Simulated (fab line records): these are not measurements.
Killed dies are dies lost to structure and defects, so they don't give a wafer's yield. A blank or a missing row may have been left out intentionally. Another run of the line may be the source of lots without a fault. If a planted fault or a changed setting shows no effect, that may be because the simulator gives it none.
fab line records    flow n5_finfet
[record] lots = 7  wafers = 20  last_day = 21
route steps=1938 shown BEOL_M4@1111 BEOL_M7@1320 BEOL_M15@1813 PASSIVATION@1936
lots untouched by any fault: they come from a run of this same line in which no faults occurred
start_h: hours from the record's first day to the start of the lot's first wafer shown    wait_h: hours elapsed since this lot's preceding step    " identical to the entry in the row above    L1.1+2: a single row standing in for several wafers    - no value present, or no start provided    * or withheld: withheld    < > ~ a bound
route shown NAME@n: NAME is a module with steps in the file, n the number in the route of the first one    usual: mean/standard deviation taken from wafers without a fault    same: alike in all rows    chamber/n: place in a boat    sites: each site's reading    _std_site: standard deviation of those values    _edge_site: inner sites' mean taken away from outer sites' mean    radius_mm: how far each site lies from the wafer's centre    mask NAME#n: copy n    behind: tool/chamber where the wafer was last shaped    hold: why the lot was held/for how many hours/how that ended    device: names the non-switching transistor (n, p or np)    end of line: the same wafers' tests at the end of the route    for a step that has no rows: nothing shown but its recipe    killed: count of dies lost to structure and defects at first sort (not the wafer's yield)    map: per-die view of a wafer (x killed, . not killed, _ where there is no die)
set.NAME: the run value of the setting; set.NAME@STEP: its run value at that earlier step    model.NAME: the simulator's own value behind a step, which no gauge read
steps of the route over a sample of lots; a table a step, a row a wafer
services: when a tool's chamber went out of use (start_h, in hours from the record's first day, below 0 if earlier), for how many hours, and the reason
[[steps]]
[step N5_BEOL_M4_RC_MEAS_101]
[usual] DIBL_N = 37.7/2  DIBL_P = 37.7/2.3  IOFF_N = 0.18/0.039  IOFF_P = 0.23/0.042  ION_N = 681/12  ION_P = 463/8  SS_N = 71.9/0.68  SS_P = 73.6/0.71  VT_N = 248/3.2  VT_P = -249/3.1
lot.wafer  tool       chamber  start_h  wait_h  DIBL_N[mV/V]  DIBL_P[mV/V]  IOFF_N[nA/um]  IOFF_P[nA/um]  ION_N[uA/um]  ION_P[uA/um]  SS_N[mV/dec]  SS_P[mV/dec]  VT_N[mV]  VT_P[mV]
L128.1     prober-01  0        273.92   0.0     36.0          33.5          0.15           0.17           683           459           71.5          73.2          248       -252
L128.4     "          0        "        "       41.0          39.8          0.31           0.28           702           465           72.3          74.6          239       -246
L128.5     "          0        "        "       37.1          35.3          0.17           0.20           672           459           71.9          73.7          247       -250
L132.2     prober-02  0        281.51   0.2     36.9          37.8          0.16           0.22           654           455           71.3          74.1          252       -251
L132.3     "          0        "        "       40.1          40.5          0.25           0.27           685           462           73.1          74.9          244       -249
L132.4     "          0        "        "       35.0          34.6          0.14           0.18           679           455           71.2          73.2          250       -253
L133.4     prober-01  0        305.76   0.5     36.3          37.5          0.16           0.21           684           469           72.1          73.8          252       -249
L133.5     "          0        "        "       39.2          41.1          0.23           0.26           700           471           72.5          75.4          245       -248
L136.1     prober-01  0        309.95   0.0     37.6          36.9          0.16           0.23           664           460           72.0          74.0          250       -249
L136.2     "          0        "        "       40.3          38.5          0.23           0.25           682           461           72.7          74.1          247       -245
L136.5     "          0        "        "       38.8          38.6          0.18           0.24           670           455           71.5          73.5          251       -250
L138.2     prober-01  0        317.33   0.2     39.3          39.7          0.19           0.27           701           477           71.6          73.5          246       -249
L138.3     "          0        "        "       39.9          40.9          0.22           0.27           709           470           72.0          74.2          244       -249
L138.6     "          0        "        "       41.5          41.8          0.27           0.30           715           484           72.1          74.2          242       -245
L143.2     prober-02  0        358.24   0.2     37.4          38.8          0.16           0.23           663           454           71.4          74.0          254       -251
L143.3     "          0        "        "       40.2          41.9          0.23           0.27           682           461           72.8          74.6          246       -249
L143.6     "          0        "        "       36.1          37.4          0.15           0.20           674           456           71.9          73.9          252       -252
L148.1     prober-02  0        385.87   0.0     38.5          36.9          0.20           0.21           681           464           72.8          73.6          247       -249
L148.3     "          0        "        "       35.3          35.0          0.15           0.19           682           464           71.3          73.6          248       -249
L148.6     "          0        "        "       36.5          36.6          0.15           0.20           671           457           71.7          73.2          251       -249
[step N5_BEOL_M7_ALD_77]
[recipe] material = TaN  target_thk_a = 20  temp_c = 275  ald_precursor_family = PDMAT  ald_co_reactant = NH3  pressure_torr = 3  carrier_flow_sccm = 1500  pulse_time_s = 2  purge_time_s = 3  co_reactant_purge_time_s = 2  co_reactant_pulse_time_s = 3  ald_cycles = 40  precursor_vessel_temp_c = 75  precursor_vessel_pressure_torr = 26.25  precursor_vessel_carrier_sccm = 1000
[usual] heater_power_outer_w = 238/28  heater_power_w = 439/44
lot.wafer  tool          chamber  start_h  wait_h  heater_power_outer_w  heater_power_w
L128.1     ald_metal-03  0        304.98   0.0     246                   462
L128.4     "             1        "        "       214                   380
L128.5     "             3        "        "       264                   469
L132.2     ald_metal-03  1        307.75   0.1     219                   375
L132.3     "             3        "        "       267                   457
L132.4     "             2        "        "       208                   389
L133.4     ald_metal-01  2        333.49   0.1     194                   395
L133.5     "             3        "        "       257                   457
L136.1     ald_metal-03  2        337.15   0.0     202                   389
L136.2     "             3        "        "       260                   461
L136.5     "             1        "        "       219                   383
L138.2     ald_metal-03  2        343.41   0.2     207                   380
L138.3     "             3        "        "       266                   476
L138.6     "             3        "        "       260                   452
L143.2     ald_metal-03  0        385.66   0.1     246                   462
L143.3     "             1        "        "       213                   376
L143.6     "             1        "        "       217                   382
L148.1     ald_metal-01  2        419.07   0.1     195                   387
L148.3     "             0        "        "       197                   381
L148.6     "             0        "        "       207                   390
[step N5_BEOL_M15_STRIP_37]
[recipe] chemistry = O2  power_w = 600  temp_c = 60  pressure_mtorr = 30  rf_frequency_hz = 6e+07  bias_power_w = 0  overash_fraction = 0.3  o2_flow_sccm = 225
[usual] drypump_motor_current_A = 5.6/0.41  o2_flow_sccm = 225.1/0.62  oes_product_au = 0.79/0.091  rf_vpp_V = 3.7/0.64  showerhead_plenum_p_Torr = 2.11/0.08  throttle_valve_pct = 16.6/0.31
lot.wafer  tool         chamber  start_h  wait_h  drypump_motor_current_A  o2_flow_sccm  oes_product_au  rf_hours_counter_h  rf_vpp_V  showerhead_plenum_p_Torr  throttle_valve_pct
L128.1     rie_diel-03  0        -        -       5.2                      225.1         0.86            48                  3.0       2.03                      16.6
L128.4     "            0        "        "       5.2                      226.3         0.85            -                   3.0       2.03                      16.6
L128.5     "            3        "        "       6.4                      225.0         0.70            -                   4.3       2.09                      16.8
L132.2     rie_diel-03  0        -        -       5.2                      225.7         0.84            55                  2.8       2.03                      16.6
L132.3     "            3        "        "       6.5                      225.5         0.70            196                 5.0       2.09                      16.8
L132.4     "            1        "        "       5.9                      224.4         0.90            31                  5.8       2.13                      16.3
L136.1     rie_diel-03  3        -        -       6.5                      224.7         0.69            197                 3.6       2.09                      16.8
L136.2     "            0        "        "       5.2                      224.1         0.84            56                  3.1       2.03                      16.6
L136.5     "            1        "        "       5.9                      225.7         0.90            -                   3.8       2.13                      16.3
L133.4     rie_diel-02  1        -        -       4.8                      225.5         0.73            -                   3.0       2.11                      17.1
L133.5     "            0        "        "       5.8                      224.5         0.76            -                   5.0       2.00                      16.7
L138.2     rie_diel-03  0        -        -       5.2                      225.0         0.84            60                  3.3       2.03                      16.6
L138.3     "            2        "        "       6.0                      225.1         0.95            5                   4.0       2.23                      16.0
L138.6     "            0        "        "       5.3                      225.3         0.84            -                   3.5       2.03                      16.6
L143.2     rie_diel-02  2        -        -       5.8                      225.3         0.93            14                  3.1       2.23                      16.7
L143.3     "            1        "        "       4.8                      225.0         0.71            225                 3.5       2.10                      17.2
L143.6     "            0        "        "       5.8                      226.1         0.74            -                   3.0       1.99                      16.7
L148.1     rie_diel-06  1        -        -       5.6                      224.4         0.70            227                 4.0       2.00                      17.3
L148.3     "            0        "        "       5.7                      224.9         0.83            98                  3.0       2.04                      16.4
L148.6     "            2        "        "       5.8                      225.9         0.99            -                   3.4       2.12                      15.9
[step N5_BEOL_M15_PRE_CLEAN_42]
[recipe] gas = H2/He  time_s = 30  temp_c = 300
[usual] heater_power_w = 463/65
lot.wafer  tool            chamber  start_h  wait_h  heater_power_w
L128.1     pvd_sputter-03  -        372.67   0.0     426
L128.4     "               -        "        "       552
L128.5     "               -        "        "       433
L132.2     pvd_sputter-02  -        388.98   0.0     436
L132.3     "               -        "        "       419
L132.4     "               -        "        "       556
L136.1     pvd_sputter-01  -        391.10   0.0     396
L136.2     "               -        "        "       447
L136.5     "               -        "        "       387
L133.4     pvd_sputter-01  -        398.66   0.0     426
L133.5     "               -        "        "       561
L138.2     pvd_sputter-02  -        402.39   0.0     578
L138.3     "               -        "        "       392
L138.6     "               -        "        "       433
L143.2     pvd_sputter-03  -        440.18   0.0     475
L143.3     "               -        "        "       433
L143.6     "               -        "        "       487
L148.1     pvd_sputter-03  -        482.21   0.0     431
L148.3     "               -        "        "       539
L148.6     "               -        "        "       428
[step N5_BEOL_M15_SPUTTER_44]
[recipe] material = Ta  target_thk_a = 150  temp_c = 50  bias_v = 80  power_w = 15000  chamber_pressure_pa = 0.07  time_s = 24.19
[usual] throttle_valve_pct = 30.1/1.1
lot.wafer  tool            chamber  start_h  wait_h  throttle_valve_pct
L128.1     pvd_sputter-03  -        372.79   0.0     28.6
L128.4     "               -        "        "       30.0
L128.5     "               -        "        "       28.9
L132.2     pvd_sputter-02  -        389.10   0.0     30.4
L132.3     "               -        "        "       30.4
L132.4     "               -        "        "       30.5
L136.1     pvd_sputter-01  -        391.22   0.0     29.8
L136.2     "               -        "        "       28.8
L136.5     "               -        "        "       29.9
L133.4     pvd_sputter-01  -        398.78   0.0     31.3
L133.5     "               -        "        "       31.6
L138.2     pvd_sputter-02  -        402.51   0.0     30.2
L138.3     "               -        "        "       28.9
L138.6     "               -        "        "       30.3
L143.2     pvd_sputter-03  -        440.30   0.0     32.1
L143.3     "               -        "        "       28.2
L143.6     "               -        "        "       32.1
L148.1     pvd_sputter-03  -        482.33   0.0     28.2
L148.3     "               -        "        "       30.2
L148.6     "               -        "        "       29.0
[step N5_BEOL_M15_RC_MEAS_101]
[usual] etest_temp_c = 25.00/0.098  COMB_M10 = 1.5e-11/3.1e-12  COMB_M11 = 1.42e-11/2.6e-12  COMB_M12 = 6.6e-12/1.5e-12  COMB_M13 = 5e-12/1.3e-12  COMB_M14 = 3.6e-12/6.7e-13  COMB_M15 = 2.5e-12/6.2e-13  COMB_M5 = 3.6e-11/7e-12  COMB_M6 = 2.5e-11/4.8e-12  COMB_M7 = 2.6e-11/5.1e-12  COMB_M7_max_site = 3.7e-11/9.9e-12  COMB_M8 = 2.6e-11/5.6e-12  COMB_M9 = 1.42e-11/2.8e-12  SERP_M10 = 3.09/0.12  SERP_M11 = 3.08/0.1  SERP_M12 = 0.643/0.024  SERP_M13 = 0.313/0.0086  SERP_M14 = 0.161/0.0059  SERP_M14_max_site = 0.163/0.006  SERP_M5 = 38.8/2  SERP_M6 = 13.9/0.81  SERP_M7 = 13.7/0.69  SERP_M7_max_site = 14.3/0.74  SERP_M8 = 14.1/0.76  SERP_M9 = 3.10/0.11
lot.wafer  tool       chamber  start_h  wait_h  etest_temp_c  COMB_M10[S/m]  COMB_M11[S/m]  COMB_M12[S/m]  COMB_M13[S/m]  COMB_M14[S/m]  COMB_M15[S/m]  COMB_M5[S/m]  COMB_M6[S/m]  COMB_M7[S/m]  COMB_M7_max_site[S/m]  COMB_M8[S/m]  COMB_M9[S/m]  SERP_M10[ohm/um]  SERP_M11[ohm/um]  SERP_M12[ohm/um]  SERP_M13[ohm/um]  SERP_M14[ohm/um]  SERP_M14_max_site[ohm/um]  SERP_M5[ohm/um]  SERP_M6[ohm/um]  SERP_M7[ohm/um]  SERP_M7_max_site[ohm/um]  SERP_M8[ohm/um]  SERP_M9[ohm/um]
L128.1     prober-01  0        374.03   0.0     24.99         1.3e-11        1.59e-11       4.8e-12        6.4e-12        4.5e-12        2.3e-12        3.5e-11       1.9e-11       2.8e-11       3.4e-11                3.2e-11       1.05e-11      3.18              3.02              0.630             0.313             0.167             0.170                      34.7             13.0             13.9             14.4                      13.3             3.23
L128.4     "          0        "        "       25.20         1.3e-11        1.37e-11       7.5e-12        6.1e-12        3e-12          1.9e-12        3.5e-11       2.1e-11       3e-11         3.7e-11                2.4e-11       1.66e-11      3.08              3.07              0.663             0.310             0.155             0.156                      40.6             13.6             13.0             13.5                      14.1             3.21
L128.5     "          0        "        "       24.98         1.1e-11        1.11e-11       5.3e-12        4.5e-12        2.8e-12        2.2e-12        5.8e-11       3.2e-11       3.5e-11       5.6e-11                2.7e-11       1.76e-11      3.15              3.13              0.640             0.304             0.157             0.159                      40.1             13.4             14.2             14.5                      13.9             3.06
L132.2     prober-01  0        390.48   0.2     25.09         1.4e-11        1.16e-11       4.3e-12        4.8e-12        3.8e-12        2.2e-12        3.2e-11       2.8e-11       2.5e-11       4.3e-11                2.1e-11       1.37e-11      2.90              3.09              0.627             0.306             0.173             0.174                      39.7             14.8             14.6             15.2                      13.0             2.86
L132.3     "          0        "        "       24.97         1.6e-11        8.2e-12        5.3e-12        4.8e-12        3.7e-12        2.3e-12        3.4e-11       3.5e-11       2.3e-11       2.7e-11                2.7e-11       1.53e-11      3.10              2.90              0.689             0.305             0.163             0.165                      35.8             15.5             15.0             15.8                      14.3             3.01
L132.4     "          0        "        "       25.10         1.5e-11        1.05e-11       5e-12          3.4e-12        3.5e-12        2.2e-12        4.1e-11       2.1e-11       2.4e-11       4.3e-11                2.9e-11       2.12e-11      3.07              3.15              0.678             0.311             0.166             0.167                      33.9             14.4             13.5             13.8                      14.7             2.95
L136.1     prober-01  0        392.75   0.0     24.91         1.3e-11        1.03e-11       6.2e-12        4.4e-12        3.3e-12        3.3e-12        2.9e-11       2.1e-11       2.7e-11       3.8e-11                2.9e-11       1.25e-11      3.30              2.97              0.652             0.319             0.158             0.160                      37.8             13.2             12.8             13.3                      14.6             3.17
L136.2     "          0        "        "       24.92         1.3e-11        1.07e-11       5.2e-12        4.2e-12        5.3e-12        2.2e-12        2.9e-11       2.2e-11       2.7e-11       4.1e-11                2.6e-11       1.86e-11      3.13              2.91              0.646             0.297             0.162             0.164                      42.6             13.9             13.3             13.6                      14.5             3.08
L136.5     "          0        "        "       24.93         1.3e-11        1.09e-11       5.2e-12        5e-12          3.8e-12        2.2e-12        3.1e-11       2.9e-11       2.1e-11       3.3e-11                2.9e-11       1.51e-11      3.11              3.03              0.677             0.309             0.159             0.160                      41.1             12.5             13.8             14.3                      13.6             3.03
L133.4     prober-02  0        400.51   0.5     25.09         1.5e-11        1.59e-11       8e-12          3.7e-12        4e-12          3.2e-12        3e-11         2.5e-11       2.4e-11       3.3e-11                1.8e-11       1.26e-11      3.11              3.08              0.668             0.305             0.155             0.158                      37.7             14.6             13.1             13.5                      13.7             3.13
L133.5     "          0        "        "       25.08         1.1e-11        1.87e-11       6.8e-12        4.3e-12        3.6e-12        3.3e-12        3.1e-11       2.2e-11       3.3e-11       5.1e-11                2.6e-11       1.12e-11      3.25              3.03              0.625             0.297             0.167             0.169                      37.2             13.9             13.5             14.1                      14.0             3.17
L138.2     prober-02  0        403.90   0.2     24.88         1.1e-11        1.4e-11        4.4e-12        5.2e-12        4.7e-12        2.8e-12        4.8e-11       2.4e-11       3.8e-11       1.77e-10               2.4e-11       1.59e-11      3.02              3.09              0.620             0.325             0.150             0.152                      36.5             14.9             13.4             14.0                      14.1             3.10
L138.3     "          0        "        "       24.94         1.9e-11        1.32e-11       6.4e-12        5.9e-12        3.8e-12        2.6e-12        2.7e-11       2.2e-11       3.7e-11       2.57e-10               3.4e-11       1.41e-11      3.00              3.01              0.659             0.327             0.155             0.157                      38.5             14.4             12.7             13.0                      14.2             3.06
L138.6     "          0        "        "       24.97         1.5e-11        1.56e-11       5.6e-12        6.1e-12        3.2e-12        3.1e-12        6.3e-11       2e-11         3.7e-11       1.65e-10               2.4e-11       1.88e-11      3.04              2.94              0.651             0.325             0.162             0.164                      37.7             15.5             12.4             13.0                      15.6             3.28
L143.2     prober-01  0        441.70   0.2     24.91         1.6e-11        1.59e-11       5.6e-12        6.8e-12        4.4e-12        1.4e-12        2.8e-11       2.3e-11       4.2e-11       3.5e-10                3.1e-11       1.36e-11      3.10              3.05              0.661             0.317             0.164             0.165                      40.1             13.9             13.4             13.7                      13.7             3.07
L143.3     "          0        "        "       24.98         1.7e-11        1.22e-11       4.4e-12        4.4e-12        3e-12          1.4e-12        3.3e-11       2.5e-11       8.2e-11       2.54e-10               3.7e-11       1.45e-11      3.09              3.21              0.663             0.332             0.168             0.171                      39.6             13.6             12.7             13.3                      13.6             2.98
L143.6     "          0        "        "       25.13         1.2e-11        1.42e-11       1.02e-11       6.3e-12        3.5e-12        2.9e-12        4.1e-11       3.1e-11       4.8e-11       2.34e-10               2.3e-11       1.57e-11      2.87              3.05              0.678             0.318             0.153             0.156                      40.3             13.5             13.0             13.7                      13.5             2.91
L148.1     prober-01  0        483.54   0.0     25.06         1e-11          1.45e-11       5.6e-12        8.3e-12        2.4e-12        1.9e-12        2.8e-11       2.6e-11       2.7e-11       3.7e-11                2.8e-11       9.2e-12       3.16              3.16              0.626             0.322             0.167             0.168                      40.1             12.9             13.2             13.7                      13.2             2.96
L148.3     "          0        "        "       25.14         1.2e-11        2.03e-11       5.9e-12        5e-12          3.5e-12        1.6e-12        2.7e-11       3.1e-11       2.4e-11       3.2e-11                2.8e-11       9.7e-12       3.15              3.28              0.617             0.309             0.167             0.170                      39.8             14.0             13.5             14.0                      13.1             3.02
L148.6     "          0        "        "       25.03         1.2e-11        1.39e-11       6.4e-12        4.7e-12        2.2e-12        1.4e-12        3.2e-11       3.1e-11       3.1e-11       4.9e-11                3.7e-11       1.08e-11      2.89              3.15              0.640             0.310             0.167             0.169                      38.6             13.6             12.9             13.3                      13.6             3.02
// sites COMB_M7 radius_mm=0,75,75,75,75,140,140,140,140
L128.1 2.8e-11 2.3e-11 3.4e-11 2.7e-11 1.4e-11 3e-11 3.2e-11 2.7e-11 3.1e-11
L132.2 2.4e-11 2.7e-11 2.5e-11 4.3e-11 3e-11 1.8e-11 1.9e-11 1.8e-11 3.4e-11
L136.1 2.7e-11 2.8e-11 2.5e-11 2.4e-11 2.5e-11 2.8e-11 3.8e-11 2.5e-11 3.2e-11
L133.4 1.7e-11 3.3e-11 2.2e-11 2.7e-11 2.4e-11 3e-11 2.2e-11 2.8e-11 2.3e-11
L138.2 2.7e-11 3.2e-11 3.6e-11 3.8e-11 3.8e-11 1.77e-10 1.69e-10 1.13e-10 1.75e-10
L143.2 3.4e-11 2.7e-11 2.7e-11 4.2e-11 3.4e-11 2.19e-10 1.72e-10 3.5e-10 1.91e-10
L148.1 2.9e-11 2.7e-11 3.7e-11 1.7e-11 2.9e-11 2.6e-11 1.8e-11 2.8e-11 2.4e-11
[step N5_PASSIVATION_PROBE_49]
[usual] defect_limited_yield = 91.1/1.4  killed_at_M0_to_M3 = 34/9.6  killed_at_M4_up = 15/5.3  killed_at_contacts = 12/6.1  killed_at_front_end = 40/11  killed_at_other = 3.5/2.8  killed_dies = 105/17  killed_open = 70/12  killed_short = 34/7.7  sort_bin_4_leakage = 0.01/0.07  sort_bin_5_function = 5.2/0.97  sort_bin_6_memory = 3.4/0.62  sort_n_pass = 1075/17  sort_yield_pct = 91.1/1.4
[same] gross_dies = 1180  killed_at_back_side = 0  sort_bin_8_speed[%] = 0
lot.wafer  tool       chamber  start_h  wait_h  defect_limited_yield[%]  killed_at_M0_to_M3  killed_at_M4_up  killed_at_contacts  killed_at_front_end  killed_at_other  killed_dies  killed_open  killed_short  sort_bin_4_leakage[%]  sort_bin_5_function[%]  sort_bin_6_memory[%]  sort_n_pass  sort_yield_pct[%]
L138.2     prober-01  -        420.57   0.1     89.9                     48                  19               7                   39                   6                119          75           44            0                      6.4                     3.4                   1061         89.9
L138.3     prober-01  -        420.62   0.1     92.9                     16                  21               7                   37                   3                84           56           26            0.17                   3.9                     2.7                   1096         92.9
L138.6     prober-01  -        420.77   0.3     92.8                     9                   22               8                   44                   2                85           54           29            0.17                   4.6                     2.0                   1095         92.8
L143.2     prober-01  -        456.98   0.1     91.4                     29                  16               12                  39                   6                102          49           46            0.51                   4.7                     3.3                   1078         91.4
L143.3     prober-01  -        457.03   0.1     91.8                     30                  25               10                  26                   6                97           53           40            0.34                   4.5                     2.9                   1083         91.8
L143.6     prober-01  -        457.18   0.3     91.0                     32                  23               9                   36                   6                106          67           34            0.42                   5.4                     3.0                   1074         91.0
// killed by level:class
L138.2 BEOL_M0_SAQP:geometric_particle:open=22 BEOL_M4:geometric_particle:open=10 FIN_SAQP:geometric_particle:open=9 BEOL_M0_SAQP:geometric_particle:short=9 FIN_SAQP:geometric_particle:short=8 MOL_CONTACT_COAG:geometric_particle:open=7 GATE_CUT:geometric_particle:open=6 BEOL_M2:geometric_particle:short=5
L138.3 BEOL_M4:geometric_particle:open=8 FIN_SAQP:geometric_particle:short=7 MOL_CONTACT_COAG:geometric_particle:open=7 STARTING-WAFER:geometric_particle:short=6 STI_FIN_REVEAL:geometric_particle:open=5 GATE_CUT:geometric_particle:open=5 BEOL_M2:geometric_particle:open=5 BEOL_M0_SAQP:geometric_particle:open=4
L138.6 FIN_SAQP:geometric_particle:open=10 GATE_CUT:geometric_particle:short=9 FIN_SAQP:geometric_particle:short=8 MOL_CONTACT_COAG:geometric_particle:open=8 BEOL_M4:geometric_particle:open=6 GATE_CUT:geometric_particle:open=4 BEOL_M8:geometric_particle:open=4 FIN_CUT:geometric_particle:open=3
L143.2 BEOL_M0_SAQP:geometric_particle:short=15 FIN_SAQP:geometric_particle:short=10 MOL_CONTACT_COAG:geometric_particle:open=8 BEOL_M0_SAQP:geometric_particle:open=7 STI_FIN_REVEAL:geometric_particle:open=6 M7:area_ald=6 STARTING-WAFER:geometric_particle:short=5 FIN_SAQP:geometric_particle:open=4
L143.3 FIN_SAQP:geometric_particle:short=9 BEOL_M0_SAQP:geometric_particle:open=9 MOL_CONTACT_COAG:geometric_particle:open=8 BEOL_M2:geometric_particle:open=7 BEOL_M4:geometric_particle:open=7 BEOL_M4:geometric_particle:short=6 BEOL_M0_SAQP:geometric_particle:short=5 M7:area_ald=4
L143.6 MOL_CONTACT_COAG:geometric_particle:open=9 BEOL_M2:geometric_particle:open=9 BEOL_M4:geometric_particle:open=9 FIN_SAQP:geometric_particle:short=7 STI_FIN_REVEAL:geometric_particle:open=6 BEOL_M0_SAQP:geometric_particle:short=6 FIN_SAQP:geometric_particle:open=5 BEOL_M3:geometric_particle:short=5
[[services]]
tool            chamber  start_h  hours  kind
rie_diel-03     1        281.66   -      clean
rie_diel-03     1        281.66   -      consumable_replace:focus_ring
rie_diel-03     1        281.66   15.9   scheduled_down
rie_diel-03     1        281.66   15.9   vent_cycle
rie_diel-02     2        283.39   7.7    repair
ald_metal-01    -        287.10   10.4   repair
ald_metal-03    2        310.32   1.9    repair
ald_metal-01    0        314.89   2.4    repair
rie_diel-06     2        340.34   7.7    repair
ald_metal-03    -        354.52   0.8    repair
rie_diel-02     1        357.58   23.7   repair
rie_diel-02     -        358.10   0.8    repair
rie_diel-03     2        363.34   -      clean
rie_diel-03     2        363.34   -      consumable_replace:focus_ring
rie_diel-03     2        363.34   -      consumable_replace:showerhead
ald_metal-03    0        378.50   -      calibration
ald_metal-01    -        401.21   6.0    pm
pvd_sputter-02  -        409.67   7.3    repair
ald_metal-03    -        416.73   2.8    pm
pvd_sputter-01  -        426.95   3.4    repair
ald_metal-03    -        439.60   8.7    pm
rie_diel-03     1        455.53   2.6    repair
ald_metal-03    3        459.97   2.9    repair
rie_diel-03     2        474.60   14.4   repair
[[key]]
[first_sign] step = N5_BEOL_M15_RC_MEAS_101  reading = COMB_M7  direction = up  sigmas = 4.3  usual = 2.6e-11  struck = 4.8e-11  wafers_moved = 4
[effect] step = N5_BEOL_M15_RC_MEAS_101  reading = COMB_M7_max_site  direction = up  sigmas = 21  usual = 3.7e-11  struck = 2.4e-10
[effect] step = N5_PASSIVATION_PROBE_49  reading = sort_bin_4_leakage  direction = up  sigmas = 3  usual = 0.01  struck = 0.27  wafers_moved = 5
met_at N5_BEOL_M7_ALD_77
struck_lots L138,L143
not_acting_at N5_BEOL_M15_STRIP_37,N5_BEOL_M15_PRE_CLEAN_42,N5_BEOL_M15_SPUTTER_44
onset_between 337.15 343.41
[fault] kind = site_profile_drift  tool = ald_metal-03  chamber = -  onset_h = 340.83  steps = N5_BEOL_M7_ALD_77  basis = fraction  max_abs_drift = 0.4591  slope_share_per_hr = 102.02  site_pattern = 0,0,0,0,0,-1,-1,-1,-1
